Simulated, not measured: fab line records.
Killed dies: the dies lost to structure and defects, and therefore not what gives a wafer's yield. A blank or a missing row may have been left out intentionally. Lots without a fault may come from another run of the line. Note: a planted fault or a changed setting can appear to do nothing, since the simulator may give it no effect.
fab line records + flow n5Finfet
record
- lots=7
- wafers=39
route steps=1938 shown BEOL_M10@1512
startH: hours from the record's first day to the start of the lot's first wafer shown + waitH: how many hours have passed since the lot's step before this one + " unchanged from the row above + L1.1+2: several wafers, shown together as one row + - no value present, or no start provided + * or withheld: withheld + < > ~ a bound
route shown NAME@n: names a module that has steps shown in the file, with the first one's number in the route + usual: mean/standard deviation taken from wafers without a fault + same: alike in all rows + chamber/n: place in a boat + sites: each site's reading + _std_site: standard deviation across them + _edge_site: the outer-site mean with the inner-site mean subtracted + radiusMm: for every site, how far away it sits from the centre of the wafer + mask NAME#n: copy n + behind: the most recent tool/chamber to have shaped the wafer + hold: what put the lot on hold/how long, in hours/how the hold closed + device: the n, p or np transistor that did not switch + end of line: the route-end tests of the same wafers + a step without rows: its recipe alone + killed: the dies lost at the first sort to structure and to defects; this is not the yield of the wafer + map: a wafer's dies, x killed, . not, _ none there
set.NAME: the run value of the setting; set.NAME@STEP: its run value at that earlier step + model.NAME: the simulator's own value behind a step, which no gauge read
lots where settings were altered on purpose, with a table for each step and a row for each wafer
## steps
# step N5_BEOL_M10_TRENCH_ETCH_37
# recipe
- chemistry=C4F6/O2
- targetDepthA=1488.3
- target=SiCOH_lowk
- timeS=48
- ionEnergyEv=250
- pressureMtorr=30
- sourceW=345
- biasW=185
- Ar_flow_sccm=300
- C4F6_flow_sccm=10
- O2_flow_sccm=10
| lot.wafer | tool       | chamber | startH | waitH | set.targetDepthA | model.BEOL_M10.featureDepthNm | model.etch.depthNm | model.TiN_of_BEOL_M10_HM_DEP_02.thkNm |
|-----------|------------|---------|--------|-------|------------------|-------------------------------|--------------------|---------------------------------------|
| L076.1    | rieDiel-03 | 2       | -      | -     | 1488.3           | 151.4                         | 151.4              | 16.2                                  |
| L076.2    | "          | 3       | "      | "     | 1488.3           | 148                           | 147.9              | 16.2                                  |
| L076.3    | "          | 1       | "      | "     | 1488.3           | 150.2                         | 150.3              | 15.8                                  |
| L076.4    | "          | 0       | "      | "     | 1488.3           | 157                           | 157                | 15.6                                  |
| L076.5    | "          | 2       | "      | "     | 1488.3           | 151.2                         | 151.3              | 15.8                                  |
| L076.6    | "          | 3       | "      | "     | 1488.3           | 148                           | 148                | 16.2                                  |
| L083.1    | rieDiel-04 | 2       | -      | -     | 1488.3           | 141.2                         | 141.3              | 15.6                                  |
| L083.2    | "          | 1       | "      | "     | 1488.3           | 141                           | 141                | 15.6                                  |
| L083.3    | "          | 0       | "      | "     | 1488.3           | 153.2                         | 153.3              | 15                                    |
| L083.4    | "          | 3       | "      | "     | 1488.3           | 154.2                         | 154.1              | 15.2                                  |
| L083.5    | "          | 2       | "      | "     | 1488.3           | 141.4                         | 141.3              | 15.6                                  |
| L083.6    | "          | 1       | "      | "     | 1488.3           | 140.4                         | 140.3              | 15.8                                  |
| L084.1    | rieDiel-05 | 1       | -      | -     | 1488.3           | 148                           | 148                | 16.4                                  |
| L084.2    | "          | 2       | "      | "     | 1488.3           | 146.6                         | 146.6              | 16.4                                  |
| L084.3    | "          | 0       | "      | "     | 1488.3           | 146.4                         | 146.4              | 16.2                                  |
| L084.4    | "          | 3       | "      | "     | 1488.3           | 148                           | 147.9              | 16.2                                  |
| L084.5    | "          | 2       | "      | "     | 1488.3           | 147.6                         | 147.7              | 16.4                                  |
| L084.6    | "          | 1       | "      | "     | 1488.3           | 146.6                         | 146.7              | 16.6                                  |
| L085.2    | rieDiel-04 | 0       | -      | -     | 1488.3           | 154.8                         | 154.9              | 16                                    |
| L085.4    | "          | 0       | "      | "     | 1488.3           | 154.8                         | 154.8              | 16.2                                  |
| L085.5    | "          | 3       | "      | "     | 1488.3           | 156.8                         | 156.7              | 16                                    |
| L088.1    | rieDiel-05 | 1       | -      | -     | 1488.3           | 148                           | 147.9              | 16                                    |
| L088.2    | "          | 2       | "      | "     | 1488.3           | 146                           | 146.1              | 16.2                                  |
| L088.3    | "          | 0       | "      | "     | 2193             | 213.4                         | 213.4              | 14.4                                  |
| L088.4    | "          | 3       | "      | "     | 1488.3           | 150.4                         | 150.5              | 16.4                                  |
| L088.5    | "          | 0       | "      | "     | 2193             | 214.6                         | 214.7              | 14.4                                  |
| L088.6    | "          | 3       | "      | "     | 2193             | 222.4                         | 222.3              | 14.2                                  |
| L091.1    | rieDiel-03 | 3       | -      | -     | 2111             | 219.2                         | 219.3              | 14                                    |
| L091.2    | "          | 1       | "      | "     | 2111             | 217.6                         | 217.6              | 13.8                                  |
| L091.3    | "          | 2       | "      | "     | 1488.3           | 154                           | 153.9              | 15.6                                  |
| L091.4    | "          | 0       | "      | "     | 1488.3           | 155.6                         | 155.6              | 15.6                                  |
| L091.5    | "          | 2       | "      | "     | 1488.3           | 153.6                         | 153.6              | 15.4                                  |
| L091.6    | "          | 3       | "      | "     | 2111             | 220.2                         | 220.2              | 14                                    |
| L097.1    | rieDiel-05 | 1       | -      | -     | 1488.3           | 147.6                         | 147.5              | 16.2                                  |
| L097.2    | "          | 0       | "      | "     | 1488.3           | 146                           | 146.1              | 16.4                                  |
| L097.3    | "          | 2       | "      | "     | 1488.3           | 147.2                         | 147.3              | 16.4                                  |
| L097.4    | "          | 3       | "      | "     | 1488.3           | 149.4                         | 149.3              | 16.6                                  |
| L097.5    | "          | 1       | "      | "     | 1488.3           | 149                           | 148.9              | 16                                    |
| L097.6    | "          | 2       | "      | "     | 1488.3           | 148.8                         | 148.8              | 16.2                                  |
# step N5_BEOL_M10_ETCH_41
# recipe
- chemistry=CH3F/O2
- target=SiCN
- targetDepthA=426
- taperDeg=2
- timeS=86
- ionEnergyEv=120
- maskMaterial=TiN
- pressureMtorr=30
- sourceW=395
- biasW=75
- Ar_flow_sccm=150
- CH3F_flow_sccm=30
- O2_flow_sccm=20
# step N5_BEOL_M10_STRIP_77
# recipe
- chemistry=N2/H2
- timeS=10
- powerW=450
- tempC=40
- pressureMtorr=20
- rfFrequencyHz=6e+07
- biasPowerW=7
- n2FlowSccm=200
- h2FlowSccm=200
# step N5_BEOL_M10_OCD_MEAS_38
# usual
- trenchDepthNm=150/4.6
| lot.wafer | tool   | chamber | startH | waitH | set.targetDepthA@BEOL_M10_TRENCH_ETCH_37 | trenchDepthNm |
|-----------|--------|---------|--------|-------|------------------------------------------|---------------|
| L076.1    | ocd-02 | -       | 228.69 | -     | 1488.3                                   | 151           |
| L076.2    | "      | -       | "      | "     | 1488.3                                   | 148           |
| L076.3    | "      | -       | "      | "     | 1488.3                                   | 150           |
| L076.4    | "      | -       | "      | "     | 1488.3                                   | 157           |
| L076.5    | "      | -       | "      | "     | 1488.3                                   | 152           |
| L076.6    | "      | -       | "      | "     | 1488.3                                   | 148           |
| L083.1    | ocd-02 | -       | 258.00 | -     | 1488.3                                   | 142           |
| L083.2    | "      | -       | "      | "     | 1488.3                                   | 141           |
| L083.3    | "      | -       | "      | "     | 1488.3                                   | 152           |
| L083.4    | "      | -       | "      | "     | 1488.3                                   | 154           |
| L083.5    | "      | -       | "      | "     | 1488.3                                   | 141           |
| L083.6    | "      | -       | "      | "     | 1488.3                                   | 141           |
| L084.1    | ocd-01 | -       | 272.61 | -     | 1488.3                                   | 148           |
| L084.2    | "      | -       | "      | "     | 1488.3                                   | 147           |
| L084.3    | "      | -       | "      | "     | 1488.3                                   | 147           |
| L084.4    | "      | -       | "      | "     | 1488.3                                   | 148           |
| L084.5    | "      | -       | "      | "     | 1488.3                                   | 147           |
| L084.6    | "      | -       | "      | "     | 1488.3                                   | 146           |
| L085.2    | ocd-02 | -       | 277.83 | -     | 1488.3                                   | 155           |
| L085.4    | "      | -       | "      | "     | 1488.3                                   | 155           |
| L085.5    | "      | -       | "      | "     | 1488.3                                   | 157           |
| L088.1    | ocd-02 | -       | 311.19 | -     | 1488.3                                   | 148           |
| L088.2    | "      | -       | "      | "     | 1488.3                                   | 146           |
| L088.3    | "      | -       | "      | "     | 2193                                     | 213           |
| L088.4    | "      | -       | "      | "     | 1488.3                                   | 150           |
| L088.5    | "      | -       | "      | "     | 2193                                     | 215           |
| L088.6    | "      | -       | "      | "     | 2193                                     | 222           |
| L091.1    | ocd-02 | -       | 331.62 | -     | 2111                                     | 219           |
| L091.2    | "      | -       | "      | "     | 2111                                     | 217           |
| L091.3    | "      | -       | "      | "     | 1488.3                                   | 154           |
| L091.4    | "      | -       | "      | "     | 1488.3                                   | 156           |
| L091.5    | "      | -       | "      | "     | 1488.3                                   | 154           |
| L091.6    | "      | -       | "      | "     | 2111                                     | 220           |
| L097.1    | ocd-01 | -       | 367.10 | -     | 1488.3                                   | 147           |
| L097.2    | "      | -       | "      | "     | 1488.3                                   | 146           |
| L097.3    | "      | -       | "      | "     | 1488.3                                   | 147           |
| L097.4    | "      | -       | "      | "     | 1488.3                                   | 149           |
| L097.5    | "      | -       | "      | "     | 1488.3                                   | 148           |
| L097.6    | "      | -       | "      | "     | 1488.3                                   | 149           |
# step N5_BEOL_M10_HM_STRIP_39
# recipe
- chemistry=peroxideTinStrip
- material=TiN
- targetDepthA=250
- tempC=50
- timeS=158
# step N5_BEOL_M10_SRD_40
# recipe
- timeS=30
- tempC=23
- rinseLiquid=diw
- dry=ipaMarangoni
# step N5_BEOL_M10_ECD_50
# recipe
- material=Cu
- targetThkA=3180
# step N5_BEOL_M10_ANNEAL_51
# recipe
- tempC=225
- timeS=90
- ambient=N2
# step N5_BEOL_M10_CMP_52
# recipe
- stopOn=SiCOH_lowk
- tOverpolishS=7
- downForcePsi=1
- platenRpm=50
- clearingPlatenDownForcePsi=1.5
- clearingPlatenRpm=50
- postCmpClean=cuAlkaline
- targetThkNm=140
- clearingPlatenPadVelocityMS=0.99484
- padVelocityMS=0.99484
| lot.wafer | tool   | chamber | startH | waitH | set.targetDepthA@BEOL_M10_TRENCH_ETCH_37 | model.Cu_of_BEOL_M10_ECD_50.thkNm |
|-----------|--------|---------|--------|-------|------------------------------------------|-----------------------------------|
| L076.3    | cmp-02 | 3       | 230.84 | 0.2   | 1488.3                                   | 144.4                             |
| L076.4    | "      | 0       | "      | "     | 1488.3                                   | 148.8                             |
| L076.1    | "      | 1       | "      | "     | 1488.3                                   | 142.2                             |
| L076.2    | "      | 2       | "      | "     | 1488.3                                   | 139                               |
| L076.5    | "      | 3       | "      | "     | 1488.3                                   | 144.6                             |
| L076.6    | "      | 0       | "      | "     | 1488.3                                   | 139.4                             |
| L083.4    | cmp-02 | 2       | 260.96 | 0.1   | 1488.3                                   | 144.4                             |
| L083.2    | "      | 3       | "      | "     | 1488.3                                   | 134                               |
| L083.1    | "      | 0       | "      | "     | 1488.3                                   | 130.8                             |
| L083.3    | "      | 1       | "      | "     | 1488.3                                   | 143.4                             |
| L083.6    | "      | 2       | "      | "     | 1488.3                                   | 130.4                             |
| L083.5    | "      | 3       | "      | "     | 1488.3                                   | 135                               |
| L084.1    | cmp-01 | 2       | 276.06 | 0.5   | 1488.3                                   | 139                               |
| L084.2    | "      | 3       | "      | "     | 1488.3                                   | 135.8                             |
| L084.4    | "      | 0       | "      | "     | 1488.3                                   | 138                               |
| L084.3    | "      | 1       | "      | "     | 1488.3                                   | 137.4                             |
| L084.6    | "      | 2       | "      | "     | 1488.3                                   | 137.2                             |
| L084.5    | "      | 3       | "      | "     | 1488.3                                   | 138.6                             |
| L085.4    | cmp-01 | 3       | 280.40 | 0.3   | 1488.3                                   | 146.2                             |
| L085.2    | "      | 0       | "      | "     | 1488.3                                   | 145.2                             |
| L085.5    | "      | 1       | "      | "     | 1488.3                                   | 146.8                             |
| L088.4    | cmp-02 | 1       | 313.86 | 0.1   | 1488.3                                   | 140.6                             |
| L088.2    | "      | 2       | "      | "     | 1488.3                                   | 134.4                             |
| L088.3    | "      | 3       | "      | "     | 2193                                     | 206                               |
| L088.1    | "      | 0       | "      | "     | 1488.3                                   | 139.4                             |
| L088.6    | "      | 1       | "      | "     | 2193                                     | 213.2                             |
| L088.5    | "      | 2       | "      | "     | 2193                                     | 205.2                             |
| L091.3    | cmp-04 | 3       | 333.81 | 0.2   | 1488.3                                   | 144.8                             |
| L091.1    | "      | 0       | "      | "     | 2111                                     | 210.2                             |
| L091.2    | "      | 1       | "      | "     | 2111                                     | 209                               |
| L091.4    | "      | 2       | "      | "     | 1488.3                                   | 147.4                             |
| L091.5    | "      | 3       | "      | "     | 1488.3                                   | 145                               |
| L091.6    | "      | 0       | "      | "     | 2111                                     | 211                               |
| L097.1    | cmp-01 | 3       | 371.00 | 0.3   | 1488.3                                   | 136.6                             |
| L097.4    | "      | 0       | "      | "     | 1488.3                                   | 138                               |
| L097.3    | "      | 1       | "      | "     | 1488.3                                   | 139.2                             |
| L097.2    | "      | 2       | "      | "     | 1488.3                                   | 136.2                             |
| L097.6    | "      | 3       | "      | "     | 1488.3                                   | 138.8                             |
| L097.5    | "      | 0       | "      | "     | 1488.3                                   | 137.8                             |
# step N5_BEOL_M10_THK_MEAS_53
# recipe
- thkMeasGauge=xrf
- reads=Cu_of_BEOL_M10_ECD_50
# usual
- M10_THK=141/5.1
| lot.wafer | tool         | chamber | startH | waitH | set.targetDepthA@BEOL_M10_TRENCH_ETCH_37 | M10_THK[nm] |
|-----------|--------------|---------|--------|-------|------------------------------------------|-------------|
| L076.1    | filmMetro-01 | -       | 231.13 | -     | 1488.3                                   | 142         |
| L076.2    | "            | -       | "      | "     | 1488.3                                   | 139         |
| L076.3    | "            | -       | "      | "     | 1488.3                                   | 145         |
| L076.4    | "            | -       | "      | "     | 1488.3                                   | 149         |
| L076.5    | "            | -       | "      | "     | 1488.3                                   | 145         |
| L076.6    | "            | -       | "      | "     | 1488.3                                   | 140         |
| L083.1    | filmMetro-01 | -       | 261.26 | -     | 1488.3                                   | 129         |
| L083.2    | "            | -       | "      | "     | 1488.3                                   | 133         |
| L083.3    | "            | -       | "      | "     | 1488.3                                   | 142         |
| L083.4    | "            | -       | "      | "     | 1488.3                                   | 143         |
| L083.5    | "            | -       | "      | "     | 1488.3                                   | 134         |
| L083.6    | "            | -       | "      | "     | 1488.3                                   | 129         |
| L084.1    | filmMetro-01 | -       | 276.36 | -     | 1488.3                                   | 139         |
| L084.2    | "            | -       | "      | "     | 1488.3                                   | 136         |
| L084.3    | "            | -       | "      | "     | 1488.3                                   | 137         |
| L084.4    | "            | -       | "      | "     | 1488.3                                   | 138         |
| L084.5    | "            | -       | "      | "     | 1488.3                                   | 139         |
| L084.6    | "            | -       | "      | "     | 1488.3                                   | 137         |
| L085.2    | filmMetro-02 | -       | 280.62 | -     | 1488.3                                   | 145         |
| L085.4    | "            | -       | "      | "     | 1488.3                                   | 146         |
| L085.5    | "            | -       | "      | "     | 1488.3                                   | 147         |
| L088.1    | filmMetro-02 | -       | 314.15 | -     | 1488.3                                   | 140         |
| L088.2    | "            | -       | "      | "     | 1488.3                                   | 135         |
| L088.3    | "            | -       | "      | "     | 2193                                     | 207         |
| L088.4    | "            | -       | "      | "     | 1488.3                                   | 141         |
| L088.5    | "            | -       | "      | "     | 2193                                     | 206         |
| L088.6    | "            | -       | "      | "     | 2193                                     | 214         |
| L091.1    | filmMetro-02 | -       | 334.11 | -     | 2111                                     | 211         |
| L091.2    | "            | -       | "      | "     | 2111                                     | 209         |
| L091.3    | "            | -       | "      | "     | 1488.3                                   | 145         |
| L091.4    | "            | -       | "      | "     | 1488.3                                   | 148         |
| L091.5    | "            | -       | "      | "     | 1488.3                                   | 145         |
| L091.6    | "            | -       | "      | "     | 2111                                     | 212         |
| L097.1    | filmMetro-02 | -       | 371.29 | -     | 1488.3                                   | 137         |
| L097.2    | "            | -       | "      | "     | 1488.3                                   | 136         |
| L097.3    | "            | -       | "      | "     | 1488.3                                   | 139         |
| L097.4    | "            | -       | "      | "     | 1488.3                                   | 138         |
| L097.5    | "            | -       | "      | "     | 1488.3                                   | 138         |
| L097.6    | "            | -       | "      | "     | 1488.3                                   | 139         |
# step N5_BEOL_M10_PRE_CLEAN_55
# recipe
- gas=NH3
- timeS=15
- tempC=withheld
- rfPowerW=300
# step N5_BEOL_M10_DEP_56
# recipe
- material=SiCN
- targetThkA=150
- tempC=withheld
- precursor=3MS/NH3
- pressureTorr=3
- rfW=202
- timeS=26.5
# step N5_BEOL_M10_RS_MEAS_57
# recipe
- thkMeasGauge=four-point-probe
- reads=Cu_of_BEOL_M10_ECD_50+Co_of_BEOL_M10_CVD_75+TaN_of_BEOL_M10_ALD_74
# usual
- M10_RS=0.150/0.006
| lot.wafer | tool         | chamber | startH | waitH | set.targetDepthA@BEOL_M10_TRENCH_ETCH_37 | M10_RS[ohm/sq] |
|-----------|--------------|---------|--------|-------|------------------------------------------|----------------|
| L076.1    | filmMetro-02 | -       | 231.27 | 0.1   | 1488.3                                   | 0.148          |
| L076.2    | "            | -       | "      | "     | 1488.3                                   | 0.152          |
| L076.3    | "            | -       | "      | "     | 1488.3                                   | 0.146          |
| L076.4    | "            | -       | "      | "     | 1488.3                                   | 0.141          |
| L076.5    | "            | -       | "      | "     | 1488.3                                   | 0.145          |
| L076.6    | "            | -       | "      | "     | 1488.3                                   | 0.151          |
| L083.1    | filmMetro-01 | -       | 261.39 | 0.1   | 1488.3                                   | 0.163          |
| L083.2    | "            | -       | "      | "     | 1488.3                                   | 0.159          |
| L083.3    | "            | -       | "      | "     | 1488.3                                   | 0.147          |
| L083.4    | "            | -       | "      | "     | 1488.3                                   | 0.146          |
| L083.5    | "            | -       | "      | "     | 1488.3                                   | 0.157          |
| L083.6    | "            | -       | "      | "     | 1488.3                                   | 0.164          |
| L084.1    | filmMetro-01 | -       | 276.49 | 0.1   | 1488.3                                   | 0.152          |
| L084.2    | "            | -       | "      | "     | 1488.3                                   | 0.156          |
| L084.3    | "            | -       | "      | "     | 1488.3                                   | 0.154          |
| L084.4    | "            | -       | "      | "     | 1488.3                                   | 0.154          |
| L084.5    | "            | -       | "      | "     | 1488.3                                   | 0.153          |
| L084.6    | "            | -       | "      | "     | 1488.3                                   | 0.155          |
| L085.2    | filmMetro-01 | -       | 280.79 | 0.1   | 1488.3                                   | 0.146          |
| L085.4    | "            | -       | "      | "     | 1488.3                                   | 0.144          |
| L085.5    | "            | -       | "      | "     | 1488.3                                   | 0.143          |
| L088.1    | filmMetro-02 | -       | 314.29 | 0.1   | 1488.3                                   | 0.152          |
| L088.2    | "            | -       | "      | "     | 1488.3                                   | 0.158          |
| L088.3    | "            | -       | "      | "     | 2193                                     | 0.099          |
| L088.4    | "            | -       | "      | "     | 1488.3                                   | 0.150          |
| L088.5    | "            | -       | "      | "     | 2193                                     | 0.100          |
| L088.6    | "            | -       | "      | "     | 2193                                     | 0.095          |
| L091.1    | filmMetro-01 | -       | 334.24 | 0.1   | 2111                                     | 0.097          |
| L091.2    | "            | -       | "      | "     | 2111                                     | 0.098          |
| L091.3    | "            | -       | "      | "     | 1488.3                                   | 0.146          |
| L091.4    | "            | -       | "      | "     | 1488.3                                   | 0.143          |
| L091.5    | "            | -       | "      | "     | 1488.3                                   | 0.145          |
| L091.6    | "            | -       | "      | "     | 2111                                     | 0.097          |
| L097.1    | filmMetro-02 | -       | 371.43 | 0.1   | 1488.3                                   | 0.155          |
| L097.2    | "            | -       | "      | "     | 1488.3                                   | 0.155          |
| L097.3    | "            | -       | "      | "     | 1488.3                                   | 0.151          |
| L097.4    | "            | -       | "      | "     | 1488.3                                   | 0.153          |
| L097.5    | "            | -       | "      | "     | 1488.3                                   | 0.154          |
| L097.6    | "            | -       | "      | "     | 1488.3                                   | 0.152          |
## key
split
- step=N5_BEOL_M10_TRENCH_ETCH_37
- setting=targetDepthA
- stated=1488.3
- by=wafer
response
- step=N5_BEOL_M10_TRENCH_ETCH_37
- reading=model.BEOL_M10.featureDepthNm
- change=+1.49
- per=1%
- r=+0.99
response
- step=N5_BEOL_M10_TRENCH_ETCH_37
- reading=model.etch.depthNm
- change=+1.49
- per=1%
- r=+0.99
response
- step=N5_BEOL_M10_TRENCH_ETCH_37
- reading=model.TiN_of_BEOL_M10_HM_DEP_02.thkNm
- change=-0.0389
- per=1%
- r=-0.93
response
- step=N5_BEOL_M10_OCD_MEAS_38
- reading=trenchDepthNm
- change=+1.49
- per=1%
- r=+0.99
response
- step=N5_BEOL_M10_CMP_52
- reading=model.Cu_of_BEOL_M10_ECD_50.thkNm
- change=+1.5
- per=1%
- r=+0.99
response
- step=N5_BEOL_M10_THK_MEAS_53
- reading=M10_THK
- change=+1.51
- per=1%
- r=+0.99
response
- step=N5_BEOL_M10_RS_MEAS_57
- reading=M10_RS
- change=-0.00115
- per=1%
- r=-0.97
